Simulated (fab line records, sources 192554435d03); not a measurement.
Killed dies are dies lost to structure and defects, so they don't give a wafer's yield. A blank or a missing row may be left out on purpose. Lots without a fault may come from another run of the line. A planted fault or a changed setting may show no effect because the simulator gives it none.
Which tool did it? | flow n5_finfet | 8 lots, 24 wafers sampled, at 6 steps of a route of 1938

WHAT THE GAUGES READ, wafer by wafer
N5_FIN_SAQP_INSPECT_18: inspects for defects (brightfield). Usual: raw_defect_count 421, standard deviation 110.
lot  | measured    | on                | raw_defect_count | flag
L694 | day 2 09:44 | defect_inspect-01 | 269 487 362      |
L695 | day 2 16:03 | defect_inspect-01 | 243 285 281      |
L702 | day 4 09:37 | defect_inspect-02 | 509 329 487      |
L705 | day 5 05:59 | defect_inspect-01 | 750 564 365      |
L709 | day 6 03:37 | defect_inspect-01 | 291 358 319      |
L710 | day 6 09:04 | defect_inspect-02 | 387 721 385      |
L711 | day 6 15:30 | defect_inspect-02 | 381 271 399      |
L712 | day 6 21:57 | defect_inspect-01 | 436 585 352      |

N5_BEOL_M4_RC_MEAS_101. Usual: DIBL_N 36.2 mV/V, standard deviation 1.7; DIBL_P 36.2 mV/V, standard deviation 2.2; IOFF_N 0.16 nA/um, standard deviation 0.035; IOFF_P 0.21 nA/um, standard deviation 0.042; ION_N 673 uA/um, standard deviation 13; ION_P 462 uA/um, standard deviation 7.9; SS_N 71.4 mV/dec, standard deviation 0.59; SS_P 73.2 mV/dec, standard deviation 0.7; VT_N 250 mV, standard deviation 3.6; VT_P -251 mV, standard deviation 3.5.
lot  | measured     | on        | DIBL_N (mV/V)  | DIBL_P (mV/V)  | IOFF_N (nA/um) | IOFF_P (nA/um) | ION_N (uA/um) | ION_P (uA/um) | SS_N (mV/dec)  | SS_P (mV/dec)  | VT_N (mV)   | VT_P (mV)      | flag
L694 | day 8 05:29  | prober-01 | 33.7 35.4 35.9 | 35.2 37.1 37.6 | 0.14 0.16 0.18 | 0.21 0.23 0.23 | 667 674 682   | 469 473 473   | 70.5 71.1 71.9 | 72.9 73.2 74.0 | 252 250 248 | -250 -248 -250 |
L695 | day 8 07:13  | prober-02 | 36.6 39.1 39.0 | 37.7 41.7 41.1 | 0.20 0.27 0.27 | 0.26 0.34 0.34 | 688 713 696   | 468 482 476   | 72.1 71.7 72.7 | 73.4 74.9 74.9 | 243 240 240 | -246 -244 -243 |
L702 | day 10 21:37 | prober-01 | 36.6 38.9 37.9 | 36.3 38.7 36.9 | 0.15 0.21 0.18 | 0.21 0.25 0.22 | 675 672 674   | 460 457 463   | 71.1 71.5 72.4 | 73.8 74.3 73.2 | 253 247 247 | -253 -251 -249 |
L705 | day 11 07:58 | prober-02 | 36.5 36.0 37.6 | 34.6 34.9 36.3 | 0.15 0.14 0.16 | 0.18 0.17 0.20 | 681 682 676   | 461 462 462   | 72.2 70.6 71.7 | 73.2 73.3 72.8 | 251 253 253 | -254 -256 -251 |
L709 | day 12 13:05 | prober-02 | 36.2 35.4 36.9 | 35.5 35.1 37.5 | 0.16 0.16 0.17 | 0.21 0.21 0.24 | 670 677 676   | 465 468 462   | 71.2 71.6 72.2 | 73.1 73.0 73.1 | 251 249 249 | -249 -249 -249 |
L710 | day 12 17:07 | prober-02 | 32.5 32.4 32.2 | 32.9 31.6 30.7 | 0.10 0.10 0.09 | 0.15 0.14 0.13 | 654 648 648   | 455 446 446   | 71.2 70.5 70.4 | 72.3 72.4 72.3 | 256 256 258 | -254 -255 -258 |
L711 | day 12 23:57 | prober-01 | 35.2 37.4 36.4 | 34.0 36.2 34.2 | 0.13 0.18 0.15 | 0.18 0.22 0.19 | 668 685 661   | 460 467 455   | 71.4 71.3 70.8 | 72.7 72.8 73.1 | 250 245 249 | -253 -251 -252 |
L712 | day 12 20:08 | prober-02 | 36.3 35.5 34.4 | 37.8 35.8 34.4 | 0.16 0.14 0.12 | 0.21 0.19 0.16 | 675 671 667   | 458 461 454   | 70.9 70.7 71.0 | 73.4 73.3 73.1 | 251 252 253 | -251 -251 -254 |

WHICH TOOL RAN EACH LOT (tool, then ch and the chambers of the sampled wafers, then the start)
lot  | N5_FIN_SAQP_HM_OPEN_73            | N5_FIN_SAQP_MANDREL_ETCH_58     | N5_FIN_SAQP_HM_OPEN_33            | N5_FIN_SAQP_ETCH_64
L694 | rie_diel-04 ch 0,1,3, day 2 09:58 | rie_si-03 ch 0,1,3, day 2 12:05 | rie_diel-01 ch 0,1,2, day 2 13:31 | rie_si-03 ch 0,2,3, day 2 13:47
L695 | rie_diel-04 ch 2,3, day 2 16:18   | rie_si-03 ch 0,3, day 2 18:18   | rie_diel-03 ch 0,2, day 2 20:02   | rie_si-01 ch 0,1,2, day 2 20:17
L702 | rie_diel-04 ch 0,2,3, day 4 09:52 | rie_si-03 ch 1,2, day 4 12:42   | rie_diel-01 ch 1,2, day 4 14:19   | rie_si-03 ch 1,2, day 4 14:34
L705 | rie_diel-03 ch 1,2,3, day 5 06:13 | rie_si-03 ch 1,2,3, day 5 08:17 | rie_diel-04 ch 0,1,3, day 5 10:32 | rie_si-01 ch 2,3, day 5 10:48
L709 | rie_diel-03 ch 0,1,3, day 6 03:50 | rie_si-02 ch 0,2,3, day 6 06:34 | rie_diel-01 ch 0,1,2, day 6 08:05 | rie_si-03 ch 0,1,3, day 6 08:21
L710 | rie_diel-04 ch 0,1, day 6 09:22   | rie_si-01 ch 0,3, day 6 11:31   | rie_diel-03 ch 0,2,3, day 6 13:07 | rie_si-03 ch 2,3, day 6 13:23
L711 | rie_diel-03 ch 0,1,2, day 6 15:48 | rie_si-01 ch 0,2,3, day 6 17:49 | rie_diel-03 ch 1,2,3, day 6 19:19 | rie_si-02 ch 0,1,2, day 6 19:35
L712 | rie_diel-03 ch 1,2,3, day 6 22:20 | rie_si-02 ch 0,1, day 7 00:52   | rie_diel-04 ch 0,1,3, day 7 02:21 | rie_si-02 ch 0,1, day 7 02:37
- N5_FIN_SAQP_HM_OPEN_73: chemistry CHF3/O2, target SiO2, stops on a-Si, target depth 12 nm, time 16.8 s.
- N5_FIN_SAQP_MANDREL_ETCH_58: etches a-Si in HBr/Cl2, stops on SiNx, target depth 45 nm, bt time 10 s, time 27 s.
- N5_FIN_SAQP_HM_OPEN_33: chemistry CH3F/O2, target SiNx, target depth 49.4 nm, time 70.6 s.
- N5_FIN_SAQP_ETCH_64: etches SiO2 in CF4, target depth 1.5 nm.

WHAT THE TOOLS THEMSELVES READ (means of the sampled wafers that have a number; where no wafer has one, the mark that the record gives instead)
N5_FIN_SAQP_HM_OPEN_73. Usual: CHF3_flow_sccm 50.02 sccm, standard deviation 0.14; bias_w 170.1 W, standard deviation 0.51; drypump_motor_current_A 5.6 A, standard deviation 0.44; oes_product_au 0.47 a.u., standard deviation 0.036; rf_vpp_V 523 V, standard deviation 9.3; showerhead_plenum_p_Torr 2.45 Torr, standard deviation 0.067; throttle_valve_pct 18.74 %, standard deviation 0.18.
lot  | tool        | CHF3_flow_sccm (sccm) | bias_w (W) | drypump_motor_current_A (A) | oes_product_au (a.u.) | rf_vpp_V (V) | showerhead_plenum_p_Torr (Torr) | throttle_valve_pct (%) | flag
L694 | rie_diel-04 | 50.04                 | 169.8      | 6.0                         | 0.44                  | 527          | 2.47                            | 19.03                  |
L695 | rie_diel-04 | 50.06                 | 170.0      | 6.0                         | 0.45                  | 529          | 2.47                            | 18.73                  |
L702 | rie_diel-04 | 49.86                 | 170.0      | 6.0                         | 0.45                  | 526          | 2.43                            | 18.83                  |
L705 | rie_diel-03 | 50.01                 | 170.1      | 5.5                         | 0.45                  | 519          | 2.43                            | 18.64                  |
L709 | rie_diel-03 | 50.01                 | 170.0      | 5.5                         | 0.46                  | 516          | 2.47                            | 18.62                  |
L710 | rie_diel-04 | 50.11                 | 170.2      | 6.1                         | 0.48                  | 524          | 2.43                            | 19.02                  |
L711 | rie_diel-03 | 49.99                 | 170.3      | 5.3                         | 0.48                  | 521          | 2.45                            | 18.56                  |
L712 | rie_diel-03 | 50.10                 | 170.2      | 5.5                         | 0.45                  | 518          | 2.43                            | 18.67                  |

N5_FIN_SAQP_MANDREL_ETCH_58. Usual: bias_w 74.99 W, standard deviation 0.22; drypump_motor_current_A 5.8 A, standard deviation 0.58; oes_product_au 0.703 a.u., standard deviation 0.011; throttle_valve_pct 35.52 %, standard deviation 0.25.
lot  | tool      | bias_w (W) | drypump_motor_current_A (A) | oes_product_au (a.u.) | throttle_valve_pct (%) | flag
L694 | rie_si-03 | 74.94      | 5.2                         | 0.696                 | 35.48                  |
L695 | rie_si-03 | 74.97      | 5.1                         | 0.707                 | 35.56                  |
L702 | rie_si-03 | 75.25      | 6.0                         | 0.628                 | 35.35                  | OFF
L705 | rie_si-03 | 74.94      | 5.7                         | 0.643                 | 35.50                  | OFF
L709 | rie_si-02 | 75.01      | 6.3                         | 0.703                 | 35.65                  |
L710 | rie_si-01 | 74.81      | 6.3                         | 0.700                 | 35.73                  |
L711 | rie_si-01 | 74.93      | 6.0                         | 0.706                 | 35.64                  |
L712 | rie_si-02 | 74.91      | 6.7                         | 0.705                 | 36.05                  |

N5_FIN_SAQP_HM_OPEN_33. Usual: bias_w 73.05 W, standard deviation 0.25; drypump_motor_current_A 5.6 A, standard deviation 0.48; etch_rf_on_time_s 69.1 s, standard deviation 1.3; oes_product_au 0.66 a.u., standard deviation 0.054; rf_vpp_V 296 V, standard deviation 5.8; showerhead_plenum_p_Torr 2.03 Torr, standard deviation 0.064; throttle_valve_pct 16.29 %, standard deviation 0.17.
lot  | tool        | bias_w (W) | drypump_motor_current_A (A) | etch_rf_on_time_s (s) | oes_product_au (a.u.) | rf_vpp_V (V) | showerhead_plenum_p_Torr (Torr) | throttle_valve_pct (%) | flag
L694 | rie_diel-01 | 73.07      | 5.2                         | 68.9                  | 0.66                  | 297          | 2.01                            | 16.27                  |
L695 | rie_diel-03 | 73.38      | 5.3                         | 68.3                  | 0.72                  | 295          | 2.08                            | 16.04                  |
L702 | rie_diel-01 | 73.08      | 4.9                         | 63.2                  | 0.64                  | 302          | 1.97                            | 16.39                  | OFF
L705 | rie_diel-04 | 72.84      | 6.0                         | 64.5                  | 0.68                  | 299          | 2.04                            | 16.42                  | OFF
L709 | rie_diel-01 | 73.26      | 5.2                         | 67.6                  | 0.64                  | 297          | 2.00                            | 16.34                  |
L710 | rie_diel-03 | 73.23      | 5.5                         | 70.1                  | 0.65                  | 293          | 2.06                            | 16.21                  |
L711 | rie_diel-03 | 73.07      | 5.5                         | 69.2                  | 0.64                  | 295          | 2.02                            | 16.21                  |
L712 | rie_diel-04 | 73.24      | 6.0                         | 70.2                  | 0.67                  | 299          | 2.04                            | 16.45                  |

N5_FIN_SAQP_ETCH_64. Usual: bias_w 400.0 W, standard deviation 1.3; cf4_flow_sccm 79.98 sccm, standard deviation 0.22; drypump_motor_current_A 5.8 A, standard deviation 0.6; oes_product_au 1.006 a.u., standard deviation 0.026; throttle_valve_pct 21.78 %, standard deviation 0.18.
lot  | tool      | bias_w (W) | cf4_flow_sccm (sccm) | drypump_motor_current_A (A) | oes_product_au (a.u.) | throttle_valve_pct (%) | flag
L694 | rie_si-03 | 400.2      | 79.98                | 5.4                         | 1.018                 | 21.76                  |
L695 | rie_si-01 | 400.1      | 79.99                | 5.8                         | 1.008                 | 21.82                  |
L702 | rie_si-03 | 400.8      | 80.02                | 5.9                         | 0.986                 | 21.69                  |
L705 | rie_si-01 | 398.0      | 79.88                | 6.0                         | 1.010                 | 21.77                  |
L709 | rie_si-03 | 399.8      | 79.92                | 5.2                         | 1.000                 | 21.78                  |
L710 | rie_si-03 | 398.7      | 80.06                | 5.9                         | 1.032                 | 21.76                  |
L711 | rie_si-02 | 400.0      | 80.00                | 6.6                         | 0.999                 | 21.73                  |
L712 | rie_si-02 | 400.1      | 79.79                | 6.7                         | 1.017                 | 21.86                  |

THE ANSWER, worked out from the rows above alone
Rule: a lot is off if the mean of its wafers that have a number lies more than 3 standard deviations from the usual mean. A lot without any number at a reading at which 4 lots or more have one is off too. The other lots that the step has rows for count as sound. The gauges are gone through in route order, then the tools' own readings, and for those a lot's mean is taken as printed above. The first step at which some lot is off is used, and at that step the reading that is off furthest; a lot without a number counts as furthest.
Off: L702, L705, at N5_FIN_SAQP_MANDREL_ETCH_58 (oes_product_au).
A tool fits if, at that step or a process step before it, it ran every lot that is off, and no sound lot after the first of them. One fits: rie_si-03 at N5_FIN_SAQP_MANDREL_ETCH_58. Its last sound lot is L695 (day 2 18:18), its first lot that is off L702 (day 4 12:42): a fault that began between those two fits.
The tool's own readings at N5_FIN_SAQP_MANDREL_ETCH_58 bear it out: on the lots that are off they differ by more than 5 times the standard deviation of the sound lots' means. oes_product_au reads 0.635 a.u. there against 0.703 a.u. on the sound lots.

WHAT THE SIMULATOR HAD PUT IN
Process parameter drift: rie_si-03, from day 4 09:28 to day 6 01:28, at N5_FIN_SAQP_MANDREL_ETCH_58. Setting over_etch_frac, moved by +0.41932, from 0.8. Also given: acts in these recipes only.
Lots struck among those shown: L702, L705. The rule above found the same.
